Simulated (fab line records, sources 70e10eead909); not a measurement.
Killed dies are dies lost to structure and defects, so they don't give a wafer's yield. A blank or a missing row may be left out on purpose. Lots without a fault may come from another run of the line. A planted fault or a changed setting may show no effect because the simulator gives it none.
fab line records | flow nand_harc
record lots=13 wafers=39 last_day=24
route steps=1159 shown P_STI@85 P_GATE@119 END@1159
lots that met no fault: from a run of the same line without faults
start_h: hours from the record's first day to the start of the lot's first wafer shown | wait_h: hours since the lot's step before | " the same as in the row above | L1.1+2: a row that stands for several wafers | - no value, or no start given | * or withheld: withheld | < > ~ a bound
route shown NAME@n: a module of which the file shows steps, and the number in the route of the first | usual: mean/standard deviation of fault-free wafers | same: alike in all rows | chamber/n: place in a boat | sites: the reading at each site | _std_site: their standard deviation | _edge_site: outer sites' mean less inner sites' | radius_mm: how far each site lies from the wafer's centre | mask NAME#n: copy n | behind: the tool/chamber that last shaped the wafer | hold: why the lot was held/for how many hours/how that ended | device: the transistor (n, p or np) that didn't switch | end of line: the same wafers' tests at the end of the route | a step without rows: its recipe alone | killed: dies lost to structure and defects at the first sort, not the wafer's yield | map: a wafer's dies, x killed, . not, _ none there
set.NAME: the setting as run; set.NAME@STEP: as run at that earlier step | model.NAME: the simulator's own value behind a step, which no gauge read
steps of the route over a sample of lots; a table a step, a row a wafer
services: from which hour (start_h, from the record's first day; less than 0 if before it) a tool's chamber was out of use, for how many hours, and why
## steps
# step NHARC_P_STI_INSPECT_11
# usual raw_defect_count=6/3.3
# columns lot.wafer tool chamber start_h wait_h raw_defect_count
L440.4 defect_inspect-01 - 31.78 0.0 1
L440.5 " - " " 5
L440.6 " - " " 4
L441.1 defect_inspect-02 - 41.09 0.0 8
L441.5 " - " " 3
L441.6 " - " " 7
L442.3 defect_inspect-01 - 50.00 0.0 6
L442.5 " - " " 7
L442.6 " - " " 6
L443.1 defect_inspect-01 - 50.05 0.0 5
L443.2 " - " " 3
L443.4 " - " " 3
L445.1 defect_inspect-02 - 65.25 0.0 7
L445.2 " - " " 5
L445.6 " - " " 6
L447.1 defect_inspect-02 - 78.25 0.0 5
L447.2 " - " " 4
L447.4 " - " " 1
L451.2 defect_inspect-02 - 97.56 0.0 5
L451.4 " - " " 10
L451.6 " - " " 3
L453.1 defect_inspect-01 - 114.10 0.0 10
L453.5 " - " " 5
L453.6 " - " " 8
L456.1 defect_inspect-02 - 128.78 0.0 5
L456.4 " - " " 2
L456.5 " - " " 2
L458.1 defect_inspect-01 - 143.98 0.0 2
L458.2 " - " " 3
L458.5 " - " " 7
L460.1 defect_inspect-02 - 155.19 0.0 9
L460.2 " - " " 6
L460.4 " - " " 6
L461.3 defect_inspect-02 - 161.30 0.0 5
L461.4 " - " " 4
L461.6 " - " " 6
L463.1 defect_inspect-01 - 174.62 0.0 7
L463.2 " - " " 5
L463.4 " - " " 4
# step NHARC_P_GATE_EXPOSE_08
# recipe na=0.6 dose_mj=16.75 mask_id=P_HV
# columns lot.wafer tool chamber start_h wait_h mask
L440.4+5+6 krf_scanner-04 0 72.92 - P_HV#0
L441.1+5+6 krf_scanner-04 0 81.06 - P_HV#0
L442.3+5+6 krf_scanner-04 0 88.70 - P_HV#0
L443.1+2+4 krf_scanner-02 0 88.85 - P_HV#0
L445.1+2+6 krf_scanner-04 0 103.84 - P_PSD#0
L447.1+2+4 krf_scanner-02 0 111.15 - P_HV#0
L451.2+4+6 krf_scanner-02 0 134.57 - P_HV#0
L453.1+5+6 krf_scanner-01 0 151.64 - P_HV#0
L456.1+4+5 krf_scanner-01 0 165.20 - P_HV#0
L458.1+2+5 krf_scanner-02 0 180.85 - P_HV#0
L460.1+2+4 krf_scanner-01 0 193.34 - P_HV#0
L461.3+4+6 krf_scanner-02 0 199.88 - P_HV#0
L463.1+2+4 krf_scanner-04 0 213.41 - P_HV#0
# step NHARC_P_GATE_CD_MEAS_11
# recipe target_cd_nm=1640 landing_energy_ev=500
# usual cd_nm=1639.8/2.3
# columns lot.wafer tool chamber start_h wait_h cd_nm
L440.4 cd_sem-03 0 73.07 - 1640.2
L440.5 " 0 " " 1642.6
L440.6 " 0 " " 1642.7
L441.1 cd_sem-01 0 81.22 - 1639.5
L441.5 " 0 " " 1636.5
L441.6 " 0 " " 1635.9
L442.3 cd_sem-03 0 88.85 - 1640.9
L442.5 " 0 " " 1642.6
L442.6 " 0 " " 1643.7
L443.1 cd_sem-03 0 89.01 - 1641.1
L443.2 " 0 " " 1643.0
L443.4 " 0 " " 1638.5
L445.1 cd_sem-03 0 104.00 - -
L445.2 " 0 " " -
L445.6 " 0 " " -
L447.1 cd_sem-03 0 111.31 - 1639.4
L447.2 " 0 " " 1639.8
L447.4 " 0 " " 1639.1
L451.2 cd_sem-02 0 134.72 - 1638.0
L451.4 " 0 " " 1636.8
L451.6 " 0 " " 1640.2
L453.1 cd_sem-02 0 151.79 - 1639.5
L453.5 " 0 " " 1639.9
L453.6 " 0 " " 1643.0
L456.1 cd_sem-01 0 165.36 - 1639.2
L456.4 " 0 " " 1640.3
L456.5 " 0 " " 1639.9
L458.1 cd_sem-02 0 181.01 - 1641.5
L458.2 " 0 " " 1642.0
L458.5 " 0 " " 1640.0
L460.1 cd_sem-01 0 193.50 - 1640.1
L460.2 " 0 " " 1640.6
L460.4 " 0 " " 1640.5
L461.3 cd_sem-03 0 200.04 - 1638.5
L461.4 " 0 " " 1640.4
L461.6 " 0 " " 1641.3
L463.1 cd_sem-02 0 213.57 - 1642.6
L463.2 " 0 " " 1639.3
L463.4 " 0 " " 1640.6
# step NHARC_P_GATE_INSPECT_28
# usual raw_defect_count=6/3.2
# columns lot.wafer tool chamber start_h wait_h raw_defect_count
L440.4 defect_inspect-01 - 90.31 0.0 2
L440.5 " - " " 2
L440.6 " - " " 4
L441.1 defect_inspect-01 - 97.56 0.0 9
L441.5 " - " " 12
L441.6 " - " " 5
L443.1 defect_inspect-02 - 102.80 0.0 1
L443.2 " - " " 5
L443.4 " - " " 4
L442.3 defect_inspect-01 - 103.36 0.0 9
L442.5 " - " " 9
L442.6 " - " " 11
L445.1 defect_inspect-02 - 122.58 0.0 5
L445.2 " - " " 7
L445.6 " - " " 6
L447.1 defect_inspect-01 - 122.80 0.0 5
L447.2 " - " " 3
L447.4 " - " " 2
L451.2 defect_inspect-02 - 148.63 0.0 8
L451.4 " - " " 6
L451.6 " - " " 5
L453.1 defect_inspect-02 - 165.69 0.1 9
L453.5 " - " " 2
L453.6 " - " " 3
L456.1 defect_inspect-02 - 181.19 0.0 7
L456.4 " - " " 7
L456.5 " - " " 10
L458.1 defect_inspect-01 - 198.97 0.0 6
L458.2 " - " " 5
L458.5 " - " " 4
L460.1 defect_inspect-01 - 210.65 0.0 7
L460.2 " - " " 6
L460.4 " - " " 10
L461.3 defect_inspect-01 - 213.82 0.0 9
L461.4 " - " " 3
L461.6 " - " " 6
L463.1 defect_inspect-01 - 227.50 0.1 5
L463.2 " - " " 2
L463.4 " - " " 2
# step NHARC_P_GATE_ETCH_104
# recipe target_depth_a=600 time_s=withheld cf4_flow_sccm=100 chf3_flow_sccm=30 ar_flow_sccm=0 rf_w=500 bias_w=200 chemistry=CF4/CHF3
# usual drypump_motor_current_A=5.9/0.36 mfc_ar_sccm=0.012/0.016 oes_product_au=0.938/0.019 rf_vpp_V=370.8/2 showerhead_plenum_p_Torr=1.58/0.056 throttle_valve_pct=16.802/0.0093
# columns lot.wafer tool chamber start_h wait_h drypump_motor_current_A mfc_ar_sccm oes_product_au rf_vpp_V showerhead_plenum_p_Torr throttle_valve_pct
L440.4 rie_diel-02 3 90.45 0.1 6.3 0 0.964 371.0 1.60 16.808
L440.6 " 3 " " 6.3 0 0.968 371.9 1.60 16.812
L440.5 " 0 " " 6.1 0 0.946 369.9 1.52 16.794
L441.1 rie_diel-02 2 97.71 0.1 5.2 0.025 0.932 371.5 1.57 16.809
L441.5 " 1 " " 5.4 0.022 0.925 369.1 1.54 16.790
L441.6 " 2 " " 5.2 0.025 0.924 371.7 1.57 16.794
L443.1 rie_diel-02 2 102.95 0.1 5.2 0.025 0.977 369.3 1.57 16.788
L443.2 " 0 " " 6.0 0 0.945 369.6 1.52 16.780
L443.4 " 1 " " 5.4 0.022 0.963 371.0 1.54 16.789
L442.3 rie_diel-02 2 103.51 0.1 5.2 0.025 0.916 372.3 1.57 16.807
L442.6 " 2 " " 5.2 0.025 0.917 369.0 1.57 16.806
L442.5 " 3 " " 6.3 0 0.914 371.8 1.60 16.805
L445.1 rie_diel-07 3 122.73 0.1 6.2 0.044 0.922 368.7 1.51 16.796
L445.2 " 1 " " 5.9 0 0.921 371.2 1.66 16.791
L445.6 " 2 " " 6.2 0 0.920 373.3 1.63 16.801
L447.4 rie_diel-07 2 123.02 0.1 6.2 0 0.938 372.7 1.63 16.787
L447.1 " 0 " " 5.6 0 0.936 373.5 1.62 16.798
L447.2 " 1 " " 5.9 0 0.934 373.1 1.66 16.805
L451.4 rie_diel-07 1 148.78 0.1 5.9 0 0.980 372.8 1.66 16.789
L451.2 " 2 " " 6.2 0 0.973 371.7 1.63 16.805
L451.6 " 3 " " 6.2 0.044 0.963 369.6 1.51 16.808
L453.1 rie_diel-06 2 165.84 0.1 5.5 0.013 0.940 372.2 1.61 16.783
L453.5 " 2 " " 5.5 0.013 0.938 371.9 1.61 16.811
L453.6 " 3 " " 6.0 0 0.924 372.6 1.65 16.794
L456.1 rie_diel-07 2 181.52 0.1 6.2 0 0.923 372.1 1.63 16.821
L456.4 " 0 " " 5.6 0 0.922 371.5 1.62 16.809
L456.5 " 2 " " 6.2 0 0.926 371.8 1.63 16.798
L458.1 rie_diel-07 1 199.12 0.1 5.9 0 0.925 371.4 1.65 16.815
L458.2 " 2 " " 6.2 0 0.917 371.8 1.63 16.792
L458.5 " 1 " " 5.9 0 0.930 372.9 1.66 16.793
L460.1 rie_diel-02 1 210.92 0.2 5.4 0.022 0.912 369.5 1.53 16.798
L460.2 " 3 " " 6.3 0 0.927 371.7 1.59 16.800
L460.4 " 0 " " 6.0 0 0.920 369.1 1.51 16.803
L461.4 rie_diel-07 3 214.05 0.1 6.1 0.044 0.941 368.3 1.50 16.822
L461.3 " 1 " " 5.9 0 0.922 373.5 1.65 16.803
L461.6 " 2 " " 6.2 0 0.919 372.3 1.63 16.795
L463.1 rie_diel-07 2 227.64 0.1 6.2 0 0.971 373.1 1.63 16.804
L463.4 " 0 " " 5.6 0 0.968 370.9 1.61 16.826
L463.2 " 1 " " 5.9 0 0.964 374.0 1.65 16.809
# step NHARC_END_SORT_01
# recipe temp_c=25
# usual killed_at_array=28/10 killed_at_other=0.5/0.82 killed_at_periphery=3.4/2.2 killed_dies=31/10 killed_open=3.4/1.9 killed_short=1.9/1.3
# same gross_dies=677
# columns lot.wafer tool chamber start_h wait_h killed_at_array killed_at_other killed_at_periphery killed_dies killed_open killed_short
L445.1 prober-01 0 480.55 2.5 23 0 654 677 3 2
L445.2 prober-01 0 481.33 2.8 27 0 650 677 5 1
L445.6 prober-01 0 484.43 3.9 30 0 647 677 4 2
# killed by level:class
L445.1 P_GATE:area_expose=650 A_CONTACT:chamber_film_flake=7 A_SLIT:chamber_film_flake=6 P_M1:chamber_film_flake=2 A_CHANNEL_HOLE_D1:chamber_film_flake=2 A_STAIRCASE:chamber_film_flake=2 A_M1:chamber_film_flake=2 P_CONTACT:geometric_particle:open=1
L445.2 P_GATE:area_expose=645 A_SLIT:chamber_film_flake=11 A_CONTACT:chamber_film_flake=7 P_M1:chamber_film_flake=4 A_CONTACT:geometric_particle:open=3 P_CONTACT:geometric_particle:open=1 A_BLC:geometric_particle:open=1 A_BLC:geometric_particle:short=1
L445.6 P_GATE:area_expose=642 A_SLIT:chamber_film_flake=16 A_CONTACT:chamber_film_flake=5 A_CHANNEL_HOLE_D1:chamber_film_flake=3 P_M0:geometric_particle:open=2 P_M1:chamber_film_flake=2 A_CHANNEL_HOLE_D1:geometric_particle:open=1 A_SGD_CUT:geometric_particle:short=1
## services
# columns tool chamber start_h hours kind
rie_diel-07 - 51.20 9.0 pm
rie_diel-07 0 51.20 9.0 vent_cycle
rie_diel-07 1 51.20 9.0 vent_cycle
rie_diel-07 2 51.20 9.0 vent_cycle
rie_diel-07 3 51.20 9.0 vent_cycle
rie_diel-07 0 60.20 - clean
rie_diel-07 1 60.20 - clean
rie_diel-07 2 60.20 - clean
rie_diel-07 3 60.20 - clean
rie_diel-06 - 64.32 9.0 pm
krf_scanner-01 - 84.00 4.0 pm
rie_diel-07 0 84.71 - clean
rie_diel-07 1 84.71 - clean
rie_diel-07 2 84.71 - clean
rie_diel-07 3 84.71 - clean
rie_diel-07 0 109.21 - clean
krf_scanner-02 - 110.35 0.3 repair
krf_scanner-04 - 126.00 4.0 pm
rie_diel-06 1 134.09 5.1 repair
rie_diel-02 3 135.05 20.5 repair
rie_diel-07 2 137.40 8.3 repair
rie_diel-02 - 150.90 9.0 pm
krf_scanner-02 - 210.00 4.0 pm
rie_diel-07 1 223.61 3.3 repair
## key
first_sign step=NHARC_P_GATE_EXPOSE_08 reading=mask direction=changed
effect step=NHARC_P_GATE_CD_MEAS_11 reading=cd_nm direction=missing
effect step=NHARC_END_SORT_01 reading=killed_at_periphery direction=up sigmas=99+ usual=3.4 struck=650.3
more_kills_born_at NHARC_P_GATE_EXPOSE_08@krf_scanner-04=1937
met_at NHARC_P_GATE_EXPOSE_08
struck_lots L445
later_rows_left_out L445.1,L445.2,L445.6
tester_left_out L445
not_acting_at NHARC_P_STI_INSPECT_11,NHARC_P_GATE_INSPECT_28,NHARC_P_GATE_ETCH_104
onset_between 88.70 103.84
fault kind=wrong_mask tool=any chamber=- onset_h=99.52 steps=NHARC_P_GATE_EXPOSE_08 aux_copy=P_PSD#0 scope=struck_lots_only
# tester_left_out: of these lots the tester's yield and bins aren't shown, on N5 and GAA mostly nor the transistor test; their killed dies are dies lost to structure and defects alone, not to doping, threshold or leakage, so they don't give the yield
# later_rows_left_out: the simulator's readings of these wafers behind a module that went badly wrong aren't trusted and aren't shown, but for the sort
